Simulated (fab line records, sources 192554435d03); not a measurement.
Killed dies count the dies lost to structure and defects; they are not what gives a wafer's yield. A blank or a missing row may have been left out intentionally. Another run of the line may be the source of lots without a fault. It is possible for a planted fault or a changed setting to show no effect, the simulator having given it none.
Which of the tools did it? + flow n5 finfet + Sampling: 24 lots, 72 wafers, 5 of 1938 route steps

## WHAT THE GAUGES READ, wafer by wafer
N5_BEOL_M9_THK_MEAS_01.
| lot  | measured     | on            | M9_ILD_THK (nm) |
|------|--------------|---------------|-----------------|
| L075 | day 9 18:49  | film metro-02 | 267 267 272     |
| L074 | day 9 19:28  | film metro-01 | 260 264 266     |
| L076 | day 10 00:01 | film metro-01 | 269 272 274     |
| L077 | day 10 13:08 | film metro-01 | 265 269 270     |
| L078 | day 10 16:30 | film metro-02 | 264 266 271     |
| L079 | day 10 22:33 | film metro-02 | 266 270 270     |
| L080 | day 11 02:15 | film metro-02 | 265 266 272     |
| L081 | day 12 00:36 | film metro-01 | 266 266 271     |
| L082 | day 12 01:05 | film metro-02 | 263 267 268     |
| L083 | day 12 06:22 | film metro-01 | 274 274 273     |
| L084 | day 12 17:07 | film metro-01 | 265 267 271     |
| L087 | day 12 17:28 | film metro-02 | 264 266 268     |
| L085 | day 12 20:27 | film metro-02 | 266 269 267     |
| L086 | day 12 23:19 | film metro-02 | 266 263 268     |
| L088 | day 13 08:16 | film metro-01 | 268 269 273     |
| L089 | day 13 16:08 | film metro-02 | 263 264 269     |
| L090 | day 14 09:13 | film metro-02 | 267 272 268     |
| L091 | day 14 10:10 | film metro-01 | 274 269 274     |
| L093 | day 14 13:22 | film metro-01 | 265 265 267     |
| L092 | day 14 17:35 | film metro-02 | 270 272 269     |
| L094 | day 15 04:14 | film metro-02 | 267 271 269     |
| L097 | day 15 06:01 | film metro-02 | 271 272 268     |
| L095 | day 15 06:56 | film metro-02 | 272 271 273     |
| L096 | day 15 13:41 | film metro-01 | 267 264 266     |

N5_BEOL_M9_CD_MEAS_35: target cd 70 nm, target cd y 40 nm.
| lot  | measured     | on        | cd nm (nm)     |
|------|--------------|-----------|----------------|
| L075 | day 9 22:59  | cd sem-02 | 70.2 69.3 69.6 |
| L074 | day 9 23:07  | cd sem-02 | 69.5 69.7 70.8 |
| L076 | day 10 03:50 | cd sem-03 | 70.2 71.0 70.9 |
| L077 | day 10 16:12 | cd sem-01 | 70.2 70.2 71.0 |
| L078 | day 10 19:53 | cd sem-01 | 71.2 70.5 71.2 |
| L079 | day 11 02:52 | cd sem-01 | 70.6 70.5 69.7 |
| L080 | day 11 04:56 | cd sem-01 | 70.1 68.9 70.3 |
| L081 | day 12 07:08 | cd sem-01 | 70.9 70.8 69.6 |
| L082 | day 12 06:34 | cd sem-02 | 69.0 71.1 70.6 |
| L083 | day 12 09:53 | cd sem-02 | 70.1 70.8 71.4 |
| L084 | day 12 20:47 | cd sem-01 | 69.0 69.2 69.7 |
| L087 | day 12 20:59 | cd sem-02 | 69.9 70.4 71.1 |
| L085 | day 13 00:20 | cd sem-02 | 69.9 68.8 69.4 |
| L086 | day 13 03:58 | cd sem-03 | 70.5 70.0 71.1 |
| L088 | day 13 11:15 | cd sem-02 | 68.8 69.5 68.8 |
| L089 | day 13 19:34 | cd sem-03 | 69.7 69.5 70.4 |
| L090 | day 14 13:31 | cd sem-03 | 69.3 69.7 68.5 |
| L091 | day 14 14:26 | cd sem-02 | 70.4 70.3 70.9 |
| L093 | day 14 16:47 | cd sem-01 | 70.5 70.8 69.4 |
| L092 | day 14 21:01 | cd sem-03 | 70.3 71.7 70.3 |
| L094 | day 15 07:22 | cd sem-02 | 69.7 70.0 69.4 |
| L097 | day 15 10:00 | cd sem-02 | 70.0 70.8 70.4 |
| L095 | day 15 10:25 | cd sem-03 | 70.7 69.9 69.5 |
| L096 | day 15 19:44 | cd sem-02 | 70.5 69.8 70.2 |

## EACH LOT AND THE TOOL THAT RAN IT (in order: tool; ch and the chambers of the sampled wafers; start)
| lot  | N5_BEOL_M9_CURE_71            | N5_BEOL_M9_STRIP_19                | N5_BEOL_M9_ETCH_41                            |
|------|-------------------------------|------------------------------------|-----------------------------------------------|
| L075 | uv cure-02 ch 0, day 9 18:28  | rie diel-06 ch 0,1,2, day 9 21:25  | rie diel-02 ch 1,2,3, day 9 22:59 or earlier  |
| L074 | uv cure-03 ch 0, day 9 18:58  | rie diel-02 ch 0,2,3, day 9 21:41  | rie diel-05 ch 0,2, day 9 23:07 or earlier    |
| L076 | uv cure-02 ch 0, day 9 23:30  | rie diel-05 ch 0,2,3, day 10 02:07 | rie diel-02 ch 0,1,3, day 10 03:50 or earlier |
| L077 | uv cure-02 ch 2, day 10 12:41 | rie diel-06 ch 1,2, day 10 14:28   | rie diel-06 ch 0,1,2, day 10 16:12 or earlier |
| L078 | uv cure-03 ch 0, day 10 16:09 | rie diel-06 ch 0,3, day 10 18:46   | rie diel-02 ch 0,1,2, day 10 19:53 or earlier |
| L079 | uv cure-02 ch 1, day 10 22:07 | rie diel-05 ch 0,1,2, day 11 00:16 | rie diel-02 ch 0,1,2, day 11 02:52 or earlier |
| L080 | uv cure-03 ch 0, day 11 01:44 | rie diel-02 ch 0,1,2, day 11 03:47 | rie diel-05 ch 0,2,3, day 11 04:56 or earlier |
| L081 | uv cure-01 ch 1, day 12 00:05 | rie diel-02 ch 0,2,3, day 12 03:38 | rie diel-02 ch 0,2,3, day 12 07:08 or earlier |
| L082 | uv cure-01 ch 2, day 12 00:34 | rie diel-06 ch 1,2,3, day 12 03:53 | rie diel-02 ch 1,2,3, day 12 06:34 or earlier |
| L083 | uv cure-01 ch 1, day 12 06:01 | rie diel-06 ch 0,1,2, day 12 08:14 | rie diel-06 ch 0,1, day 12 09:53 or earlier   |
| L084 | uv cure-01 ch 1, day 12 16:41 | rie diel-06 ch 0,1, day 12 19:36   | rie diel-06 ch 0,1,3, day 12 20:47 or earlier |
| L087 | uv cure-02 ch 0, day 12 17:06 | rie diel-02 ch 2,3, day 12 19:49   | rie diel-02 ch 0,1,2, day 12 20:59 or earlier |
| L085 | uv cure-01 ch 2, day 12 20:01 | rie diel-02 ch 0,1, day 12 22:01   | rie diel-02 ch 0,1,3, day 13 00:20 or earlier |
| L086 | uv cure-03 ch 1, day 12 22:47 | rie diel-06 ch 1,2,3, day 13 01:07 | rie diel-05 ch 1,2, day 13 03:58 or earlier   |
| L088 | uv cure-02 ch 1, day 13 07:46 | rie diel-05 ch 0,1,2, day 13 10:07 | rie diel-05 ch 0,2,3, day 13 11:15 or earlier |
| L089 | uv cure-02 ch 0, day 13 15:42 | rie diel-05 ch 0,1,2, day 13 18:04 | rie diel-05 ch 0,1,3, day 13 19:34 or earlier |
| L090 | uv cure-01 ch 1, day 14 08:52 | rie diel-06 ch 0,1,3, day 14 11:48 | rie diel-05 ch 0,1,3, day 14 13:31 or earlier |
| L091 | uv cure-02 ch 1, day 14 09:10 | rie diel-05 ch 0,2,3, day 14 11:52 | rie diel-05 ch 2,3, day 14 14:26 or earlier   |
| L093 | uv cure-03 ch 2, day 14 13:05 | rie diel-05 ch 0,3, day 14 15:40   | rie diel-02 ch 1,2, day 14 16:47 or earlier   |
| L092 | uv cure-03 ch 1, day 14 17:14 | rie diel-05 ch 0,1,3, day 14 19:44 | rie diel-05 ch 0,1, day 14 21:01 or earlier   |
| L094 | uv cure-01 ch 0, day 15 03:49 | rie diel-05 ch 0,3, day 15 06:01   | rie diel-02 ch 0,1, day 15 07:22 or earlier   |
| L097 | uv cure-02 ch 0, day 15 05:35 | rie diel-06 ch 0,3, day 15 08:18   | rie diel-02 ch 0,2,3, day 15 10:00 or earlier |
| L095 | uv cure-02 ch 2, day 15 06:25 | rie diel-02 ch 0,2,3, day 15 08:24 | rie diel-02 ch 0,2,3, day 15 10:25 or earlier |
| L096 | uv cure-02 ch 1, day 15 13:10 | rie diel-06 ch 1,2,3, day 15 15:59 | rie diel-05 ch 0,1,3, day 15 19:44 or earlier |
- N5_BEOL_M9_CURE_71: cures SiCOH lowk, time 240 s.
- N5_BEOL_M9_STRIP_19: strips in O2.
- N5_BEOL_M9_ETCH_41: etches SiCN in CH3F/O2, target depth 36.6 nm, time 70.1 s.

## WHAT THE TOOLS THEMSELVES READ (means of the sampled wafers that have a number; where no wafer has one, the mark that the record gives instead)
N5_BEOL_M9_CURE_71.
| lot  | tool       | lamp power pct (%) | wafer_temp_C_max |
|------|------------|--------------------|------------------|
| L075 | uv cure-02 | 52.34              | 386.8            |
| L074 | uv cure-03 | 52.30              | 387.4            |
| L076 | uv cure-02 | 52.29              | 386.7            |
| L077 | uv cure-02 | 52.34              | 386.7            |
| L078 | uv cure-03 | 52.32              | 387.5            |
| L079 | uv cure-02 | 52.33              | 387.2            |
| L080 | uv cure-03 | 52.40              | 387.5            |
| L081 | uv cure-01 | 52.33              | 386.3            |
| L082 | uv cure-01 | 52.29              | 386.5            |
| L083 | uv cure-01 | 52.31              | 386.5            |
| L084 | uv cure-01 | 52.32              | 386.3            |
| L087 | uv cure-02 | 52.36              | 386.8            |
| L085 | uv cure-01 | 52.30              | 386.2            |
| L086 | uv cure-03 | 52.37              | 386.5            |
| L088 | uv cure-02 | 52.32              | 387.0            |
| L089 | uv cure-02 | 52.33              | 386.5            |
| L090 | uv cure-01 | 52.35              | 386.5            |
| L091 | uv cure-02 | 52.35              | 387.0            |
| L093 | uv cure-03 | 52.31              | 387.1            |
| L092 | uv cure-03 | 52.26              | 386.4            |
| L094 | uv cure-01 | 52.29              | 387.1            |
| L097 | uv cure-02 | 52.35              | 387.1            |
| L095 | uv cure-02 | 52.30              | 386.8            |
| L096 | uv cure-02 | 52.35              | 387.0            |

N5_BEOL_M9_STRIP_19.
| lot  | tool        | chamber pressure mTorr (mTorr) | drypump motor current A (A) | oes product au (a.u.) | rf vpp V (V) | showerhead plenum p Torr (Torr) | throttle valve pct (%) |
|------|-------------|--------------------------------|-----------------------------|-----------------------|--------------|---------------------------------|------------------------|
| L075 | rie diel-06 | 30.02                          | 5.7                         | 0.75                  | 3.4          | 2.03                            | 16.61                  |
| L074 | rie diel-02 | 30.02                          | 6.1                         | 0.90                  | 3.4          | 2.14                            | 16.53                  |
| L076 | rie diel-05 | 30.02                          | 5.5                         | 0.72                  | 3.1          | 2.10                            | 16.80                  |
| L077 | rie diel-06 | 30.01                          | 5.9                         | 0.73                  | 3.3          | 2.05                            | 16.62                  |
| L078 | rie diel-06 | 29.99                          | 5.2                         | 0.89                  | 4.2          | 2.15                            | 16.73                  |
| L079 | rie diel-05 | 30.02                          | 5.5                         | 0.73                  | 2.9          | 2.11                            | 16.66                  |
| L080 | rie diel-02 | 30.02                          | 6.0                         | 0.84                  | 4.0          | 2.15                            | 16.67                  |
| L081 | rie diel-02 | 29.99                          | 6.1                         | 0.87                  | 4.0          | 2.14                            | 16.58                  |
| L082 | rie diel-06 | 30.02                          | 5.7                         | 0.82                  | 2.8          | 2.11                            | 16.60                  |
| L083 | rie diel-06 | 29.99                          | 5.7                         | 0.73                  | 4.4          | 2.02                            | 16.63                  |
| L084 | rie diel-06 | 30.02                          | 5.4                         | 0.73                  | 3.2          | 2.00                            | 16.64                  |
| L087 | rie diel-02 | 30.02                          | 5.9                         | 0.88                  | 3.6          | 2.12                            | 16.51                  |
| L085 | rie diel-02 | 30.02                          | 6.1                         | 0.82                  | 3.3          | 2.14                            | 16.76                  |
| L086 | rie diel-06 | 30.01                          | 5.7                         | 0.81                  | 3.2          | 2.11                            | 16.61                  |
| L088 | rie diel-05 | 30.00                          | 5.5                         | 0.81                  | 3.7          | 2.10                            | 16.57                  |
| L089 | rie diel-05 | 29.98                          | 5.5                         | 0.80                  | 3.2          | 2.10                            | 16.57                  |
| L090 | rie diel-06 | 29.97                          | 5.5                         | 0.80                  | 2.7          | 2.07                            | 16.63                  |
| L091 | rie diel-05 | 30.00                          | 5.5                         | 0.87                  | 3.4          | 2.10                            | 16.55                  |
| L093 | rie diel-05 | 29.98                          | 5.5                         | 0.94                  | 3.2          | 2.14                            | 16.50                  |
| L092 | rie diel-05 | 30.00                          | 5.5                         | 0.87                  | 3.7          | 2.15                            | 16.53                  |
| L094 | rie diel-05 | 30.01                          | 5.3                         | 0.93                  | 4.2          | 2.15                            | 16.60                  |
| L097 | rie diel-06 | 30.00                          | 5.2                         | 0.75                  | 3.6          | 2.06                            | 16.82                  |
| L095 | rie diel-02 | 30.00                          | 6.1                         | 0.84                  | 3.5          | 2.13                            | 16.62                  |
| L096 | rie diel-06 | 29.99                          | 5.7                         | 0.89                  | 3.6          | 2.10                            | 16.48                  |

N5_BEOL_M9_ETCH_41.
| lot  | tool        | chamber pressure mTorr (mTorr) | drypump motor current A (A) | oes product au (a.u.) | rf vpp V (V) | showerhead plenum p Torr (Torr) | throttle valve pct (%) |
|------|-------------|--------------------------------|-----------------------------|-----------------------|--------------|---------------------------------|------------------------|
| L075 | rie diel-02 | 30.002                         | 5.7                         | 0.84                  | 298.9        | 2.05                            | 16.31                  |
| L074 | rie diel-05 | 29.999                         | 5.4                         | 0.75                  | 296.9        | 1.96                            | 16.37                  |
| L076 | rie diel-02 | 29.986                         | 5.8                         | 0.82                  | 298.0        | 2.04                            | 16.33                  |
| L077 | rie diel-06 | 30.001                         | 5.7                         | 0.74                  | 295.7        | 1.94                            | 16.29                  |
| L078 | rie diel-02 | 29.972                         | 6.0                         | 0.86                  | 298.5        | 2.05                            | 16.31                  |
| L079 | rie diel-02 | 29.989                         | 6.0                         | 0.84                  | 298.5        | 2.05                            | 16.32                  |
| L080 | rie diel-05 | 29.984                         | 5.5                         | 0.71                  | 297.5        | 2.01                            | 16.49                  |
| L081 | rie diel-02 | 29.964                         | 6.1                         | 0.86                  | 297.6        | 2.04                            | 16.23                  |
| L082 | rie diel-02 | 30.015                         | 5.7                         | 0.81                  | 297.3        | 2.04                            | 16.35                  |
| L083 | rie diel-06 | 30.010                         | 5.7                         | 0.79                  | 295.7        | 1.91                            | 16.09                  |
| L084 | rie diel-06 | 30.012                         | 5.5                         | 0.83                  | 297.3        | 1.98                            | 16.25                  |
| L087 | rie diel-02 | 30.008                         | 6.0                         | 0.83                  | 298.5        | 2.04                            | 16.33                  |
| L085 | rie diel-02 | 29.999                         | 5.8                         | 0.78                  | 298.1        | 2.03                            | 16.37                  |
| L086 | rie diel-05 | 29.982                         | 5.7                         | 0.74                  | 297.9        | 2.02                            | 16.23                  |
| L088 | rie diel-05 | 30.008                         | 5.5                         | 0.90                  | 297.6        | 2.00                            | 16.20                  |
| L089 | rie diel-05 | 29.988                         | 5.5                         | 0.89                  | 298.9        | 2.06                            | 16.18                  |
| L090 | rie diel-05 | 30.007                         | 5.5                         | 0.87                  | 299.1        | 2.06                            | 16.20                  |
| L091 | rie diel-05 | 30.018                         | 5.7                         | 0.88                  | 297.0        | 2.00                            | 16.17                  |
| L093 | rie diel-02 | 29.981                         | 5.9                         | 0.83                  | 298.4        | 2.05                            | 16.34                  |
| L092 | rie diel-05 | 29.985                         | 5.3                         | 0.86                  | 298.0        | 2.05                            | 16.25                  |
| L094 | rie diel-02 | 29.979                         | 6.1                         | 0.79                  | 297.3        | 2.03                            | 16.39                  |
| L097 | rie diel-02 | 30.010                         | 6.1                         | 0.83                  | 298.2        | 2.03                            | 16.27                  |
| L095 | rie diel-02 | 30.017                         | 6.1                         | 0.84                  | 298.2        | 2.03                            | 16.27                  |
| L096 | rie diel-05 | 30.007                         | 5.5                         | 0.85                  | 298.5        | 2.05                            | 16.22                  |

## THE ANSWER, worked out from the rows above alone
Rule: what is usual is taken from the lots themselves. The widest of any qualifying gaps counts: lots, ordered by their means at a reading, are off when they make up no more than a third of the lots, leave a main group of 4 or more, and stand apart from it by 3 or more times the standard deviation of that group's means. Not used: any main group whose means are identical at the precision the tables above print for the reading. Also off: a lot with no number at a reading for which 4 or more lots have one. The other lots that the step has rows for count as sound. Order of review: gauges by route order, followed by the tools' own readings, for which a lot's mean as printed above is used. At the first step where some lot is off, the reading lying furthest off is the one used; lots without a number count as furthest.
None of the lots is off at any reading shown; this tells nothing.

## WHAT THE SIMULATOR HAD INSERTED
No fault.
